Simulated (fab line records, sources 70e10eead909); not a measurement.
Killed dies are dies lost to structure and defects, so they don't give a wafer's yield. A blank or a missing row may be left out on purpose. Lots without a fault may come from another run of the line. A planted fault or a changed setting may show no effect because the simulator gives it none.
Which tool did it? | flow nand_harc | 20 lots, 60 wafers sampled, at 6 steps of a route of 1302

WHAT THE GAUGES READ, wafer by wafer
The record holds no reading of a measuring or inspecting step that can be judged against a usual standard deviation.

WHICH TOOL RAN EACH LOT (tool, then ch and the chambers of the sampled wafers, then the start)
lot  | NHARC_A_STAIRCASE_TRIM_14      | NHARC_A_STAIRCASE_TRIM_24      | NHARC_A_STAIRCASE_TRIM_26      | NHARC_A_STAIRCASE_ETCH_27      | NHARC_A_STAIRCASE_TRIM_189     | NHARC_A_STAIRCASE_ETCH_197
L074 | rie_diel-10 ch 0,2,3, no start | rie_diel-01 ch 0,1,2, no start | rie_diel-01 ch 0,1, no start   | rie_diel-01 ch 0,1,3, no start | rie_diel-10 ch 0,3, no start   | rie_diel-10 ch 0,1, no start
L075 | rie_diel-10 ch 0,2,3, no start | rie_diel-01 ch 0,2,3, no start | rie_diel-01 ch 0,1,3, no start | rie_diel-01 ch 0,2,3, no start | rie_diel-01 ch 0,1,3, no start | rie_diel-06 ch 0,1,3, no start
L076 | rie_diel-06 ch 2,3, no start   | rie_diel-06 ch 2,3, no start   | rie_diel-06 ch 0,1,2, no start | rie_diel-06 ch 0,1,2, no start | rie_diel-10 ch 0,2,3, no start | rie_diel-06 ch 2,3, no start
L077 | rie_diel-06 ch 2,3, no start   | rie_diel-10 ch 0,1,2, no start | rie_diel-10 ch 0,1,3, no start | rie_diel-10 ch 0,1, no start   | rie_diel-06 ch 1,2,3, no start | rie_diel-10 ch 0,1,3, no start
L082 | rie_diel-10 ch 0,3, no start   | rie_diel-01 ch 2,3, no start   | rie_diel-01 ch 0,1,3, no start | rie_diel-01 ch 1,2,3, no start | rie_diel-10 ch 0,3, no start   | rie_diel-06 ch 0,3, no start
L078 | rie_diel-01 ch 0,2, no start   | rie_diel-01 ch 0,3, no start   | rie_diel-01 ch 0,2, no start   | rie_diel-01 ch 0,3, no start   | rie_diel-10 ch 1,2,3, no start | rie_diel-10 ch 1,2,3, no start
L084 | rie_diel-10 ch 0,1, no start   | rie_diel-06 ch 0,1,2, no start | rie_diel-06 ch 0,1,2, no start | rie_diel-06 ch 1,2,3, no start | rie_diel-01 ch 0,2,3, no start | rie_diel-06 ch 1,2, no start
L080 | rie_diel-06 ch 2,3, no start   | rie_diel-06 ch 0,1,2, no start | rie_diel-06 ch 1,2,3, no start | rie_diel-06 ch 2,3, no start   | rie_diel-06 ch 2,3, no start   | rie_diel-06 ch 0,1,2, no start
L079 | rie_diel-10 ch 1,3, no start   | rie_diel-10 ch 2,3, no start   | rie_diel-10 ch 1,3, no start   | rie_diel-10 ch 1,2, no start   | rie_diel-01 ch 0,1,3, no start | rie_diel-10 ch 0,1,3, no start
L086 | rie_diel-01 ch 0,2,3, no start | rie_diel-10 ch 1,2,3, no start | rie_diel-10 ch 0,1,2, no start | rie_diel-10 ch 0,2,3, no start | rie_diel-10 ch 1,2,3, no start | rie_diel-06 ch 0,1,2, no start
L085 | rie_diel-10 ch 2,3, no start   | rie_diel-10 ch 0,2,3, no start | rie_diel-10 ch 0,3, no start   | rie_diel-10 ch 0,2,3, no start | rie_diel-01 ch 0,1,3, no start | rie_diel-10 ch 0,1, no start
L087 | rie_diel-01 ch 1,3, no start   | rie_diel-01 ch 0,2, no start   | rie_diel-01 ch 2,3, no start   | rie_diel-01 ch 0,1,3, no start | rie_diel-10 ch 2,3, no start   | rie_diel-06 ch 1,2, no start
L089 | rie_diel-01 ch 0,2,3, no start | rie_diel-06 ch 0,1,2, no start | rie_diel-06 ch 0,1, no start   | rie_diel-06 ch 1,2,3, no start | rie_diel-06 ch 0,2,3, no start | rie_diel-06 ch 1,2, no start
L090 | rie_diel-06 ch 1,2, no start   | rie_diel-06 ch 0,1,3, no start | rie_diel-06 ch 0,3, no start   | rie_diel-06 ch 0,3, no start   | rie_diel-10 ch 0,2, no start   | rie_diel-10 ch 1,2, no start
L091 | rie_diel-06 ch 0,1, no start   | rie_diel-06 ch 1,2, no start   | rie_diel-06 ch 0,2,3, no start | rie_diel-06 ch 1,2,3, no start | rie_diel-06 ch 0,1,2, no start | rie_diel-01 ch 0,1,3, no start
L092 | rie_diel-06 ch 0,1, no start   | rie_diel-06 ch 0,1, no start   | rie_diel-06 ch 1,2,3, no start | rie_diel-06 ch 0,1, no start   | rie_diel-06 ch 0,1,2, no start | rie_diel-01 ch 1,2,3, no start
L093 | rie_diel-10 ch 0,1,2, no start | rie_diel-06 ch 1,3, no start   | rie_diel-06 ch 0,3, no start   | rie_diel-06 ch 0,1,2, no start | rie_diel-01 ch 0,1,2, no start | rie_diel-06 ch 1,2, no start
L096 | rie_diel-01 ch 0,1,3, no start | rie_diel-01 ch 1,2, no start   | rie_diel-01 ch 0,1, no start   | rie_diel-01 ch 0,1,3, no start | rie_diel-01 ch 0,1, no start   | rie_diel-06 ch 0,1,2, no start
L095 | rie_diel-10 ch 0,1,3, no start | rie_diel-01 ch 1,2,3, no start | rie_diel-01 ch 0,1, no start   | rie_diel-01 ch 0,3, no start   | rie_diel-10 ch 0,1,2, no start | rie_diel-10 ch 1,2,3, no start
L097 | rie_diel-01 ch 0,1,2, no start | rie_diel-06 ch 0,1,2, no start | rie_diel-06 ch 0,1, no start   | rie_diel-06 ch 0,1,2, no start | rie_diel-10 ch 2,3, no start   | rie_diel-06 ch 1,3, no start
- NHARC_A_STAIRCASE_TRIM_14: chemistry O2, time 211.2 s.
- NHARC_A_STAIRCASE_TRIM_24: chemistry O2, time 211.2 s.
- NHARC_A_STAIRCASE_TRIM_26: chemistry O2, time 211.2 s.
- NHARC_A_STAIRCASE_ETCH_27: etches the open film in C4F8/O2, target depth 100 nm, time 40.5 s.
- NHARC_A_STAIRCASE_TRIM_189: chemistry O2, time 211.2 s.
- NHARC_A_STAIRCASE_ETCH_197: etches the open film in C4F8/O2, target depth 100 nm, time 40.5 s.

WHAT THE TOOLS THEMSELVES READ (means of the sampled wafers that have a number; where no wafer has one, the mark that the record gives instead)
NHARC_A_STAIRCASE_TRIM_14.
lot  | tool        | drypump_motor_current_A (A) | o2_flow_sccm (sccm) | oes_product_au (a.u.) | rf_vpp_V (V) | showerhead_plenum_p_Torr (Torr) | throttle_valve_pct (%)
L074 | rie_diel-10 | 5.3                         | 500.8               | 1.002                 | 57.9         | 3.52                            | 17.041
L075 | rie_diel-10 | 5.3                         | 500.6               | 1.005                 | 57.2         | 3.51                            | 17.028
L076 | rie_diel-06 | 5.8                         | 499.2               | 1.002                 | 56.9         | 3.39                            | 17.038
L077 | rie_diel-06 | 5.8                         | 500.2               | 0.998                 | 57.9         | 3.39                            | 17.035
L082 | rie_diel-10 | 5.4                         | 498.8               | 1.010                 | 57.5         | 3.61                            | 17.029
L078 | rie_diel-01 | 5.4                         | 498.4               | 1.012                 | 58.1         | 3.53                            | 17.026
L084 | rie_diel-10 | 5.5                         | 500.2               | 1.004                 | 57.3         | 3.38                            | 17.043
L080 | rie_diel-06 | 5.6                         | 500.4               | 0.997                 | 58.4         | 3.43                            | 17.036
L079 | rie_diel-10 | 5.7                         | 499.4               | 0.995                 | 57.6         | 3.44                            | 17.038
L086 | rie_diel-01 | 5.9                         | 500.9               | 1.001                 | 57.7         | 3.52                            | 17.037
L085 | rie_diel-10 | 5.3                         | 498.7               | 1.006                 | 57.6         | 3.59                            | 17.031
L087 | rie_diel-01 | 6.3                         | 499.3               | 1.002                 | 57.2         | 3.43                            | 17.040
L089 | rie_diel-01 | 5.9                         | 498.5               | 1.009                 | 57.7         | 3.52                            | 17.038
L090 | rie_diel-06 | 6.0                         | 498.7               | 0.997                 | 57.4         | 3.40                            | 17.040
L091 | rie_diel-06 | 6.6                         | 500.8               | 0.994                 | 57.2         | 3.46                            | 17.031
L092 | rie_diel-06 | 6.3                         | 500.5               | 0.995                 | 57.8         | 3.50                            | 17.033
L093 | rie_diel-10 | 5.4                         | 500.3               | 1.004                 | 57.6         | 3.35                            | 17.036
L096 | rie_diel-01 | 6.4                         | 500.6               | 0.989                 | 57.3         | 3.46                            | 17.038
L095 | rie_diel-10 | 5.5                         | 499.0               | 1.008                 | 57.1         | 3.46                            | 17.033
L097 | rie_diel-01 | 6.0                         | 501.3               | 0.999                 | 57.9         | 3.46                            | 17.044

NHARC_A_STAIRCASE_TRIM_24.
lot  | tool        | drypump_motor_current_A (A) | o2_flow_sccm (sccm) | oes_product_au (a.u.) | rf_vpp_V (V) | showerhead_plenum_p_Torr (Torr) | throttle_valve_pct (%)
L074 | rie_diel-01 | 5.9                         | 499.6               | 1.003                 | 58.0         | 3.50                            | 17.037
L075 | rie_diel-01 | 5.9                         | 498.3               | 1.013                 | 58.8         | 3.54                            | 17.031
L076 | rie_diel-06 | 5.7                         | 499.6               | 0.998                 | 57.8         | 3.39                            | 17.039
L077 | rie_diel-10 | 5.4                         | 500.6               | 1.005                 | 57.9         | 3.38                            | 17.038
L082 | rie_diel-01 | 5.3                         | 500.1               | 1.006                 | 57.8         | 3.47                            | 17.035
L078 | rie_diel-01 | 6.4                         | 499.1               | 0.996                 | 57.5         | 3.53                            | 17.030
L084 | rie_diel-06 | 6.3                         | 499.2               | 0.992                 | 57.3         | 3.44                            | 17.050
L080 | rie_diel-06 | 6.3                         | 500.7               | 0.996                 | 57.3         | 3.44                            | 17.031
L079 | rie_diel-10 | 5.3                         | 499.2               | 1.009                 | 57.7         | 3.59                            | 17.035
L086 | rie_diel-10 | 5.4                         | 500.2               | 1.006                 | 57.4         | 3.46                            | 17.042
L085 | rie_diel-10 | 5.3                         | 499.8               | 1.016                 | 58.9         | 3.50                            | 17.042
L087 | rie_diel-01 | 6.1                         | 499.6               | 1.006                 | 58.3         | 3.58                            | 17.036
L089 | rie_diel-06 | 6.3                         | 499.4               | 1.001                 | 57.5         | 3.43                            | 17.034
L090 | rie_diel-06 | 6.1                         | 501.4               | 0.996                 | 58.2         | 3.48                            | 17.041
L091 | rie_diel-06 | 6.0                         | 500.6               | 0.991                 | 58.1         | 3.48                            | 17.036
L092 | rie_diel-06 | 6.6                         | 498.3               | 1.003                 | 58.1         | 3.46                            | 17.036
L093 | rie_diel-06 | 5.9                         | 497.6               | 0.991                 | 56.5         | 3.51                            | 17.034
L096 | rie_diel-01 | 5.3                         | 498.8               | 0.987                 | 57.6         | 3.41                            | 17.051
L095 | rie_diel-01 | 5.8                         | 500.5               | 0.989                 | 57.8         | 3.41                            | 17.038
L097 | rie_diel-06 | 6.3                         | 499.2               | 0.998                 | 58.0         | 3.41                            | 17.032

NHARC_A_STAIRCASE_TRIM_26.
lot  | tool        | drypump_motor_current_A (A) | o2_flow_sccm (sccm) | oes_product_au (a.u.) | rf_vpp_V (V) | showerhead_plenum_p_Torr (Torr) | throttle_valve_pct (%)
L074 | rie_diel-01 | 6.5                         | 500.0               | 1.008                 | 57.4         | 3.46                            | 17.047
L075 | rie_diel-01 | 6.4                         | 500.1               | 1.002                 | 58.8         | 3.50                            | 17.041
L076 | rie_diel-06 | 6.3                         | 499.0               | 1.003                 | 58.1         | 3.45                            | 17.031
L077 | rie_diel-10 | 5.5                         | 499.7               | 1.011                 | 57.1         | 3.49                            | 17.034
L082 | rie_diel-01 | 6.4                         | 498.0               | 0.998                 | 57.2         | 3.49                            | 17.045
L078 | rie_diel-01 | 5.4                         | 499.6               | 1.012                 | 57.6         | 3.52                            | 17.039
L084 | rie_diel-06 | 6.3                         | 499.7               | 0.980                 | 57.2         | 3.44                            | 17.031
L080 | rie_diel-06 | 5.8                         | 500.7               | 0.992                 | 58.5         | 3.46                            | 17.037
L079 | rie_diel-10 | 5.5                         | 499.6               | 0.997                 | 57.9         | 3.58                            | 17.033
L086 | rie_diel-10 | 5.4                         | 500.1               | 1.010                 | 57.3         | 3.36                            | 17.032
L085 | rie_diel-10 | 5.4                         | 501.9               | 1.009                 | 58.4         | 3.52                            | 17.035
L087 | rie_diel-01 | 5.3                         | 498.1               | 1.002                 | 56.5         | 3.47                            | 17.037
L089 | rie_diel-06 | 6.4                         | 498.7               | 1.004                 | 57.2         | 3.51                            | 17.037
L090 | rie_diel-06 | 6.4                         | 500.9               | 0.992                 | 58.3         | 3.43                            | 17.031
L091 | rie_diel-06 | 6.0                         | 499.5               | 0.991                 | 57.4         | 3.40                            | 17.038
L092 | rie_diel-06 | 5.9                         | 500.2               | 0.993                 | 58.3         | 3.44                            | 17.043
L093 | rie_diel-06 | 5.9                         | 497.5               | 0.984                 | 57.4         | 3.44                            | 17.039
L096 | rie_diel-01 | 6.6                         | 499.9               | 0.994                 | 58.1         | 3.52                            | 17.035
L095 | rie_diel-01 | 6.6                         | 500.8               | 1.006                 | 57.5         | 3.52                            | 17.039
L097 | rie_diel-06 | 6.4                         | 501.5               | 0.995                 | 57.9         | 3.49                            | 17.041

NHARC_A_STAIRCASE_ETCH_27.
lot  | tool        | bias_w (W) | oes_product_au (a.u.) | rf_vpp_V (V)
L074 | rie_diel-01 | 998        | 0.946                 | 894
L075 | rie_diel-01 | 1002       | 0.956                 | 896
L076 | rie_diel-06 | 1001       | 0.946                 | 893
L077 | rie_diel-10 | 1000       | 0.954                 | 890
L082 | rie_diel-01 | 1002       | 0.948                 | 893
L078 | rie_diel-01 | 1002       | 0.956                 | 899
L084 | rie_diel-06 | 1001       | 0.951                 | 893
L080 | rie_diel-06 | 1001       | 0.946                 | 892
L079 | rie_diel-10 | 999        | 0.945                 | 889
L086 | rie_diel-10 | 996        | 0.944                 | 894
L085 | rie_diel-10 | 998        | 0.948                 | 895
L087 | rie_diel-01 | 996        | 0.949                 | 894
L089 | rie_diel-06 | 997        | 0.931                 | 892
L090 | rie_diel-06 | 998        | 0.929                 | 894
L091 | rie_diel-06 | 1001       | 0.921                 | 893
L092 | rie_diel-06 | 999        | 0.946                 | 893
L093 | rie_diel-06 | 1001       | 0.946                 | 893
L096 | rie_diel-01 | 999        | 0.935                 | 894
L095 | rie_diel-01 | 1001       | 0.935                 | 895
L097 | rie_diel-06 | 1000       | 0.955                 | 892

NHARC_A_STAIRCASE_TRIM_189.
lot  | tool        | drypump_motor_current_A (A) | o2_flow_sccm (sccm) | oes_product_au (a.u.) | rf_vpp_V (V) | showerhead_plenum_p_Torr (Torr) | throttle_valve_pct (%)
L074 | rie_diel-10 | 5.4                         | 501.7               | 1.016                 | 58.8         | 3.53                            | 17.044
L075 | rie_diel-01 | 6.4                         | 500.0               | 1.014                 | 57.8         | 3.50                            | 17.043
L076 | rie_diel-10 | 5.3                         | 499.6               | 1.011                 | 58.1         | 3.51                            | 17.032
L077 | rie_diel-06 | 5.8                         | 498.8               | 1.000                 | 57.0         | 3.46                            | 17.029
L082 | rie_diel-10 | 5.4                         | 501.0               | 1.007                 | 58.2         | 3.61                            | 17.036
L078 | rie_diel-10 | 5.4                         | 499.5               | 1.009                 | 57.0         | 3.46                            | 17.031
L084 | rie_diel-01 | 5.9                         | 499.9               | 1.000                 | 56.9         | 3.52                            | 17.045
L080 | rie_diel-06 | 5.6                         | 501.3               | 1.001                 | 56.9         | 3.43                            | 17.034
L079 | rie_diel-01 | 6.4                         | 498.6               | 0.982                 | 58.0         | 3.48                            | 17.043
L086 | rie_diel-10 | 5.4                         | 498.2               | 1.003                 | 57.2         | 3.46                            | 17.032
L085 | rie_diel-01 | 6.4                         | 500.2               | 0.991                 | 57.8         | 3.48                            | 17.038
L087 | rie_diel-10 | 5.2                         | 501.1               | 1.010                 | 57.4         | 3.47                            | 17.040
L089 | rie_diel-06 | 6.1                         | 499.0               | 0.987                 | 57.6         | 3.40                            | 17.036
L090 | rie_diel-10 | 5.2                         | 498.9               | 1.005                 | 56.8         | 3.38                            | 17.036
L091 | rie_diel-06 | 6.3                         | 499.5               | 1.003                 | 57.4         | 3.43                            | 17.040
L092 | rie_diel-06 | 6.3                         | 500.0               | 0.997                 | 57.6         | 3.43                            | 17.036
L093 | rie_diel-01 | 6.0                         | 500.0               | 1.004                 | 57.1         | 3.47                            | 17.037
L096 | rie_diel-01 | 6.6                         | 501.0               | 1.002                 | 56.9         | 3.52                            | 17.041
L095 | rie_diel-10 | 5.5                         | 501.3               | 1.013                 | 57.3         | 3.35                            | 17.038
L097 | rie_diel-10 | 5.3                         | 498.8               | 1.014                 | 58.5         | 3.58                            | 17.036

NHARC_A_STAIRCASE_ETCH_197.
lot  | tool        | bias_w (W) | oes_product_au (a.u.) | rf_vpp_V (V)
L074 | rie_diel-10 | 998.4      | 0.952                 | 891
L075 | rie_diel-06 | 998.0      | 0.936                 | 896
L076 | rie_diel-06 | 999.2      | 0.962                 | 891
L077 | rie_diel-10 | 1000.7     | 0.971                 | 893
L082 | rie_diel-06 | 1000.9     | 0.950                 | 894
L078 | rie_diel-10 | 1000.6     | 0.962                 | 894
L084 | rie_diel-06 | 1001.7     | 0.946                 | 896
L080 | rie_diel-06 | 997.9      | 0.940                 | 893
L079 | rie_diel-10 | 996.6      | 0.939                 | 894
L086 | rie_diel-06 | 1000.4     | 0.959                 | 893
L085 | rie_diel-10 | 1000.1     | 0.936                 | 890
L087 | rie_diel-06 | 998.7      | 0.960                 | 892
L089 | rie_diel-06 | 998.7      | 0.951                 | 894
L090 | rie_diel-10 | 999.8      | 0.943                 | 889
L091 | rie_diel-01 | 1000.6     | 0.973                 | 893
L092 | rie_diel-01 | 997.2      | 0.929                 | 892
L093 | rie_diel-06 | 999.1      | 0.919                 | 893
L096 | rie_diel-06 | 999.9      | 0.936                 | 891
L095 | rie_diel-10 | 1002.0     | 0.959                 | 893
L097 | rie_diel-06 | 999.7      | 0.967                 | 893

THE ANSWER, worked out from the rows above alone
Rule: what is usual is taken from the lots themselves. Put in order of their means at a reading, lots are off if they are a third of the lots or fewer, leave a main group of 4 or more, and stand apart from it by a gap of 3 or more times the standard deviation of the main group's means; of several such gaps the widest counts. A main group whose means are all the same, to the digits that the tables above print for the reading, isn't used. A lot without any number at a reading at which 4 lots or more have one is off too. The other lots that the step has rows for count as sound. The gauges are gone through in route order, then the tools' own readings, and for those a lot's mean is taken as printed above. The first step at which some lot is off is used, and at that step the reading that is off furthest; a lot without a number counts as furthest.
No lot is off at any reading shown: from this, nothing can be told.

WHAT THE SIMULATOR HAD PUT IN
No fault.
